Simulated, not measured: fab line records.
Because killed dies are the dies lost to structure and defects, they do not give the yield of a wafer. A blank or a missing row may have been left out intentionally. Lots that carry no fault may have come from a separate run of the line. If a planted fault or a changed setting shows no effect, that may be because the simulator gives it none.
Which tool is to blame?	flow nand-harc	24 lots, 72 wafers sampled, at 6 steps of a route of 1302

## WHAT THE GAUGES READ, wafer by wafer
NHARC_P_CONTACT_OVL_MEAS_13.
lot	measured	on	overlay-x-nm (nm)	overlay-y-nm (nm)
L074	day 6 03:56	overlay-01	0.8 0.9 0.6	-0.7 -0.4 -0.9
L075	day 6 10:32	overlay-01	-0.3 0.0 -0.1	1.2 1.6 1.4
L076	day 6 12:37	overlay-01	-1.1 -0.4 -0.6	-0.2 0.1 0.0
L077	day 7 00:06	overlay-02	0.6 1.4 1.4	1.5 1.2 0.8
L078	day 7 14:27	overlay-01	-1.3 -1.5 -0.5	-0.5 -0.2 -0.4
L079	day 7 19:53	overlay-01	-1.4 -0.9 -0.6	-0.3 -0.8 -0.3
L080	day 8 09:44	overlay-02	1.0 1.2 0.5	0.1 0.6 -0.2
L081	day 8 18:25	overlay-02	0.6 0.4 0.7	-0.6 -0.5 -0.4
L082	day 9 02:50	overlay-01	-0.2 -1.3 -1.1	1.0 1.3 0.8
L083	day 9 17:10	overlay-01	0.2 -0.1 0.2	-0.3 -0.3 -0.3
L084	day 10 05:22	overlay-01	-0.1 0.1 -0.2	-0.9 -1.1 -1.2
L085	day 10 10:52	overlay-01	0.0 0.1 0.1	0.8 1.1 0.8
L086	day 10 17:02	overlay-01	0.6 1.1 0.9	-0.3 0.0 0.1
L087	day 11 02:52	overlay-02	-1.3 -1.1 -1.2	-0.5 -0.8 -0.9
L088	day 12 04:47	overlay-01	0.3 0.3 -0.2	0.2 0.2 0.2
L089	day 12 13:24	overlay-01	1.3 1.1 0.7	0.1 0.6 0.2
L090	day 12 12:16	overlay-02	-0.7 -0.3 -0.1	0.6 0.9 0.5
L091	day 13 00:20	overlay-01	-0.8 -0.6 -0.7	-0.6 -0.3 -0.8
L092	day 13 18:11	overlay-01	0.1 0.9 0.4	-0.3 0.3 0.3
L093	day 14 01:28	overlay-02	-0.8 -0.8 -1.3	-0.6 -0.8 -1.2
L094	day 14 01:14	overlay-01	0.0 -0.7 -0.2	-0.8 -0.7 -1.5
L095	day 14 12:40	overlay-01	0.7 0.2 0.4	-0.7 -0.9 -1.2
L096	day 14 23:53	overlay-01	1.1 1.1 1.8	-0.7 -0.8 -1.3
L097	day 15 08:31	overlay-02	-0.2 -0.3 -0.3	0.3 0.2 0.4

NHARC_P_M0_OVL_MEAS_10: pitch 180 nm.
lot	measured	on	overlay-x-nm (nm)	overlay-y-nm (nm)
L074	day 6 08:05	overlay-01	0.9 0.6 0.4	0.2 0.7 0.6
L075	day 6 14:51	overlay-02	1.3 0.6 1.0	0.4 -0.1 0.2
L076	day 6 16:58	overlay-01	-1.0 -1.1 -0.7	1.1 0.7 1.1
L077	day 7 04:26	overlay-01	0.5 1.0 0.2	0.5 0.2 0.2
L078	day 7 18:39	overlay-01	0.3 0.5 0.4	-0.3 -0.3 0.1
L079	day 8 01:03	overlay-02	-0.7 -1.4 -1.4	0.3 0.4 0.3
L080	day 8 13:59	overlay-02	-1.1 -1.0 -0.4	0.8 0.1 0.5
L081	day 8 22:59	overlay-02	0.0 -0.5 0.3	-0.3 -0.2 -0.1
L082	day 9 06:55	overlay-01	0.0 -0.6 -0.5	0.2 0.1 0.3
L083	day 9 21:20	overlay-02	-0.9 -0.7 -1.1	-0.2 -0.1 -0.3
L084	day 10 09:49	overlay-02	-0.1 0.4 0.9	1.7 1.1 1.2
L085	day 10 15:13	overlay-02	0.7 0.7 1.2	0.1 -0.3 -0.1
L086	day 10 21:13	overlay-01	-0.9 -0.4 -0.7	0.3 -0.3 -0.4
L087	day 11 08:13	overlay-02	0.1 -0.1 0.1	-0.2 -1.1 -1.3
L088	day 12 09:19	overlay-02	-0.7 -0.3 -0.4	2.3 1.8 2.4
L089	day 12 17:54	overlay-01	1.0 1.2 1.0	1.2 1.8 1.8
L090	day 12 16:26	overlay-01	-1.4 -1.5 -1.3	0.8 0.6 0.9
L091	day 13 04:22	overlay-01	-0.1 -0.6 0.1	1.2 0.8 0.8
L092	day 13 22:21	overlay-02	-0.8 -0.7 -0.9	-0.4 0.1 0.0
L093	day 14 05:41	overlay-02	-0.9 -0.6 -0.6	1.3 1.0 1.5
L094	day 14 05:26	overlay-01	-0.7 -0.7 -0.6	0.6 0.5 0.5
L095	day 14 16:59	overlay-02	1.1 1.1 0.8	0.2 0.1 0.8
L096	day 15 03:55	overlay-02	-0.7 -0.1 -0.1	0.1 -0.2 -0.5
L097	day 15 12:41	overlay-01	0.6 1.1 0.3	-0.4 -0.7 -0.7

## WHICH TOOL RAN EACH LOT (tool, then ch and the chambers of the sampled wafers, then the start)
lot	NHARC_P_ZERO_WELL_DESCUM_39	NHARC_P_GATE_STRIP_76	NHARC_P_GATE_STRIP_113	NHARC_P_CONTACT_DEP_00
L074	rie-diel-05 ch 0,1,3, day 2 01:07	plasma-asher-02 ch 0,1, day 5 22:23	plasma-asher-01 ch 0,1, day 5 23:56	pecvd-03 ch 0,1,2, day 6 03:56 or earlier
L075	rie-diel-02 ch 1,2,3, day 2 10:18	plasma-asher-02 ch 0,1, day 6 04:58	plasma-asher-01 ch 0,1, day 6 06:25	pecvd-02 ch 1,2, day 6 10:32 or earlier
L076	rie-diel-08 ch 0,2,3, day 2 20:56	plasma-asher-02 ch 0,1, day 6 07:03	plasma-asher-02 ch 0,1, day 6 08:30	pecvd-03 ch 0,1, day 6 12:37 or earlier
L077	rie-diel-08 ch 0,1, day 3 06:26	plasma-asher-02 ch 0,1, day 6 18:27	plasma-asher-01 ch 0,1, day 6 20:00	pecvd-03 ch 0,1,2, day 7 00:06 or earlier
L078	rie-diel-05 ch 0,1,3, day 3 16:31	plasma-asher-02 ch 0,1, day 7 08:37	plasma-asher-01 ch 0,1, day 7 09:56	pecvd-02 ch 2, day 7 12:55
L079	rie-diel-08 ch 0,1,3, day 4 02:23	plasma-asher-01 ch 0,1, day 7 14:13	plasma-asher-02 ch 0,1, day 7 15:41	pecvd-03 ch 0,1,2, day 7 19:53 or earlier
L080	rie-diel-08 ch 0,1,2, day 4 12:23	plasma-asher-02 ch 0,1, day 8 04:01	plasma-asher-02 ch 0,1, day 8 05:28	pecvd-03 ch 0,1,2, day 8 09:44 or earlier
L081	rie-diel-02 ch 0,1, day 4 22:16	plasma-asher-02 ch 0,1, day 8 12:50	plasma-asher-01 ch 0,1, day 8 14:18	pecvd-03 ch 1,2, day 8 18:25 or earlier
L082	rie-diel-05 ch 1,2,3, day 5 08:14	plasma-asher-01 ch 0,1, day 8 20:54	plasma-asher-02 ch 0,1, day 8 22:29	pecvd-04 ch 1,2, day 9 02:50 or earlier
L083	rie-diel-08 ch 1,2, day 5 18:25	plasma-asher-02 ch 0,1, day 9 11:10	plasma-asher-02 ch 0,1, day 9 12:38	pecvd-04 ch 0,1,2, day 9 17:10 or earlier
L084	rie-diel-02 ch 0,1,3, day 6 04:24	plasma-asher-02 ch 0, day 9 23:47	plasma-asher-02 ch 0,1, day 10 01:15	pecvd-02 ch 0,1,2, day 10 05:22 or earlier
L085	rie-diel-08 ch 0,2,3, day 6 14:24	plasma-asher-01 ch 0,1, day 10 05:19	plasma-asher-01 ch 0,1, day 10 06:52	pecvd-02 ch 1,2, day 10 10:52 or earlier
L086	rie-diel-05 ch 0,1,3, day 7 00:16	plasma-asher-01 ch 0,1, day 10 11:30	plasma-asher-01 ch 0,1, day 10 13:04	pecvd-04 ch 0,2, day 10 17:02 or earlier
L087	rie-diel-05 ch 0,1,2, day 7 10:26	plasma-asher-01 ch 0,1, day 10 21:19	plasma-asher-02 ch 0,1, day 10 22:58	pecvd-04 ch 0,1,2, day 11 02:52 or earlier
L088	rie-diel-05 ch 0,2,3, day 7 20:28	plasma-asher-01 ch 1, day 11 23:07	plasma-asher-02 ch 0,1, day 12 00:41	pecvd-03 ch 0,1, day 12 04:47 or earlier
L089	rie-diel-05 ch 0,1, day 8 06:10	plasma-asher-02 ch 0,1, day 12 07:23	plasma-asher-01 ch 0,1, day 12 08:58	pecvd-02 ch 0, day 12 12:04
L090	rie-diel-08 ch 2,3, day 8 16:03	plasma-asher-01 ch 0,1, day 12 06:40	plasma-asher-02 ch 0,1, day 12 08:08	pecvd-03 ch 0,2, day 12 12:16 or earlier
L091	rie-diel-05 ch 0,2,3, day 9 02:28	plasma-asher-01 ch 0,1, day 12 18:55	plasma-asher-01 ch 0,1, day 12 20:14	pecvd-04 ch 1,2, day 13 00:20 or earlier
L092	rie-diel-08 ch 0,1,3, day 9 12:17	plasma-asher-01 ch 0,1, day 13 12:37	plasma-asher-02 ch 0,1, day 13 14:19	pecvd-04 ch 0,1,2, day 13 18:11 or earlier
L093	rie-diel-05 ch 0,3, day 9 22:09	plasma-asher-01 ch 0,1, day 13 19:49	plasma-asher-01 ch 0,1, day 13 21:29	pecvd-02 ch 0,1, day 14 01:28 or earlier
L094	rie-diel-05 ch 0,1, day 10 08:32	plasma-asher-02 ch 0,1, day 13 19:25	plasma-asher-02 ch 0,1, day 13 20:53	pecvd-04 ch 0,1,2, day 14 01:14 or earlier
L095	rie-diel-02 ch 1,2,3, day 10 18:19	plasma-asher-02 ch 0,1, day 14 07:00	plasma-asher-01 ch 0,1, day 14 08:27	pecvd-03 ch 1,2, day 14 12:40 or earlier
L096	rie-diel-05 ch 0,1,2, day 11 04:23	plasma-asher-01 ch 0,1, day 14 18:27	plasma-asher-01 ch 0,1, day 14 19:47	pecvd-02 ch 1,2, day 14 23:53 or earlier
L097	rie-diel-05 ch 0,1,2, day 11 14:17	plasma-asher-02 ch 0,1, day 15 02:58	plasma-asher-02 ch 0,1, day 15 04:37	pecvd-03 ch 0,1,2, day 15 08:31 or earlier
- NHARC_P_ZERO_WELL_DESCUM_39: chemistry O2, time 3 s.
- NHARC_P_GATE_STRIP_76: strips in O2.
- NHARC_P_GATE_STRIP_113: strips in N2/H2, time 740 s.
- NHARC_P_CONTACT_DEP_00: deposits SiO2, target thk 500 nm.

## AS READ BY THE TOOLS THEMSELVES (means over the sampled wafers that have a number; for cases with no such wafer, the mark the record gives instead)
NHARC_P_ZERO_WELL_DESCUM_39.
lot	tool	drypump-motor-current-A (A)	oes-product-au (a.u.)	rf-vpp-V (V)	showerhead-plenum-p-Torr (Torr)	throttle-valve-pct (%)
L074	rie-diel-05	5.1	0.983	58.0	1.90	11.310
L075	rie-diel-02	5.6	0.987	57.3	1.87	11.317
L076	rie-diel-08	5.4	1.000	57.9	1.96	11.304
L077	rie-diel-08	5.5	1.005	57.2	1.84	11.320
L078	rie-diel-05	5.0	1.010	58.9	2.00	11.313
L079	rie-diel-08	5.6	0.994	57.1	1.89	11.311
L080	rie-diel-08	5.3	1.001	57.5	1.90	11.313
L081	rie-diel-02	5.3	0.983	58.4	2.04	11.303
L082	rie-diel-05	5.5	1.004	57.6	1.96	11.313
L083	rie-diel-08	5.4	1.006	57.5	1.85	11.312
L084	rie-diel-02	5.3	0.992	57.7	1.99	11.317
L085	rie-diel-08	5.4	1.007	57.8	1.95	11.304
L086	rie-diel-05	5.0	1.008	58.2	1.99	11.314
L087	rie-diel-05	5.1	0.996	58.1	1.98	11.311
L088	rie-diel-05	5.5	1.002	59.4	2.00	11.314
L089	rie-diel-05	4.7	1.006	58.1	1.97	11.311
L090	rie-diel-08	5.3	1.011	57.6	1.96	11.319
L091	rie-diel-05	5.5	0.998	58.1	1.99	11.299
L092	rie-diel-08	5.6	0.993	57.4	1.88	11.303
L093	rie-diel-05	5.0	1.007	57.8	2.03	11.315
L094	rie-diel-05	4.7	1.009	57.7	1.97	11.310
L095	rie-diel-02	5.6	1.000	57.9	1.96	11.320
L096	rie-diel-05	5.1	1.000	57.2	1.97	11.306
L097	rie-diel-05	5.1	1.004	57.5	1.97	11.310

NHARC_P_GATE_STRIP_76.
lot	tool	drypump-motor-current-A (A)	heater-power-w (W)
L074	plasma-asher-02	5.0	329
L075	plasma-asher-02	5.0	340
L076	plasma-asher-02	5.0	322
L077	plasma-asher-02	5.0	327
L078	plasma-asher-02	5.0	325
L079	plasma-asher-01	6.2	321
L080	plasma-asher-02	5.0	336
L081	plasma-asher-02	5.0	336
L082	plasma-asher-01	6.2	321
L083	plasma-asher-02	5.0	339
L084	plasma-asher-02	5.0	313
L085	plasma-asher-01	6.1	335
L086	plasma-asher-01	6.1	336
L087	plasma-asher-01	6.1	332
L088	plasma-asher-01	6.3	304
L089	plasma-asher-02	5.0	314
L090	plasma-asher-01	6.2	332
L091	plasma-asher-01	6.1	334
L092	plasma-asher-01	6.2	317
L093	plasma-asher-01	6.2	316
L094	plasma-asher-02	5.0	311
L095	plasma-asher-02	5.0	326
L096	plasma-asher-01	6.1	337
L097	plasma-asher-02	5.0	307

NHARC_P_GATE_STRIP_113.
lot	tool	drypump-motor-current-A (A)	heater-power-w (W)
L074	plasma-asher-01	6.2	87
L075	plasma-asher-01	6.1	91
L076	plasma-asher-02	5.0	88
L077	plasma-asher-01	6.1	87
L078	plasma-asher-01	6.2	87
L079	plasma-asher-02	5.0	90
L080	plasma-asher-02	5.0	89
L081	plasma-asher-01	6.1	89
L082	plasma-asher-02	5.1	91
L083	plasma-asher-02	5.0	90
L084	plasma-asher-02	5.0	91
L085	plasma-asher-01	6.1	85
L086	plasma-asher-01	6.1	89
L087	plasma-asher-02	5.0	87
L088	plasma-asher-02	5.0	87
L089	plasma-asher-01	6.2	84
L090	plasma-asher-02	5.0	88
L091	plasma-asher-01	6.2	84
L092	plasma-asher-02	5.1	87
L093	plasma-asher-01	6.2	85
L094	plasma-asher-02	5.0	82
L095	plasma-asher-01	6.1	90
L096	plasma-asher-01	6.2	85
L097	plasma-asher-02	5.0	83

NHARC_P_CONTACT_DEP_00.
lot	tool	chamber-pressure-Torr (Torr)	heater-power-w (W)	throttle-valve-pct (%)
L074	pecvd-03	6.492	483	16.1
L075	pecvd-02	6.501	577	15.1
L076	pecvd-03	6.494	570	16.5
L077	pecvd-03	6.500	503	16.3
L078	pecvd-02	6.504	544	16.2
L079	pecvd-03	6.516	523	16.3
L080	pecvd-03	6.502	520	16.4
L081	pecvd-03	6.514	471	16.5
L082	pecvd-04	6.512	646	16.0
L083	pecvd-04	6.506	569	15.2
L084	pecvd-02	6.500	501	15.7
L085	pecvd-02	6.497	535	15.8
L086	pecvd-04	6.493	577	14.8
L087	pecvd-04	6.486	616	15.3
L088	pecvd-03	6.495	469	16.3
L089	pecvd-02	6.504	388	16.7
L090	pecvd-03	6.514	462	15.4
L091	pecvd-04	6.522	673	15.8
L092	pecvd-04	6.500	577	15.6
L093	pecvd-02	6.487	464	15.9
L094	pecvd-04	6.508	665	15.5
L095	pecvd-03	6.492	425	15.4
L096	pecvd-02	6.507	591	15.7
L097	pecvd-03	6.494	467	16.0

## THE ANSWER, worked out from the rows above alone
Rule: what is usual is taken from the lots themselves. Put in order of their means at a reading, lots are off if they are a third of the lots or fewer, leave a main group of 4 or more, and stand apart from it by a gap of 3 or more times the standard deviation of the main group's means; of several such gaps the widest counts. A main group whose means are all the same, to the digits that the tables above print for the reading, isn't used. A lot without any number at a reading at which 4 lots or more have one is off too. Any other lot the step has rows for is counted as sound. Order of review: gauges by route order, followed by the tools' own readings, for which a lot's mean as printed above is used. At the first step where some lot is off, the reading lying furthest off is the one used; lots without a number count as furthest.
Across all readings shown, no lot is off: no conclusion can be drawn from this.

## WHAT HAD BEEN PUT IN BY THE SIMULATOR
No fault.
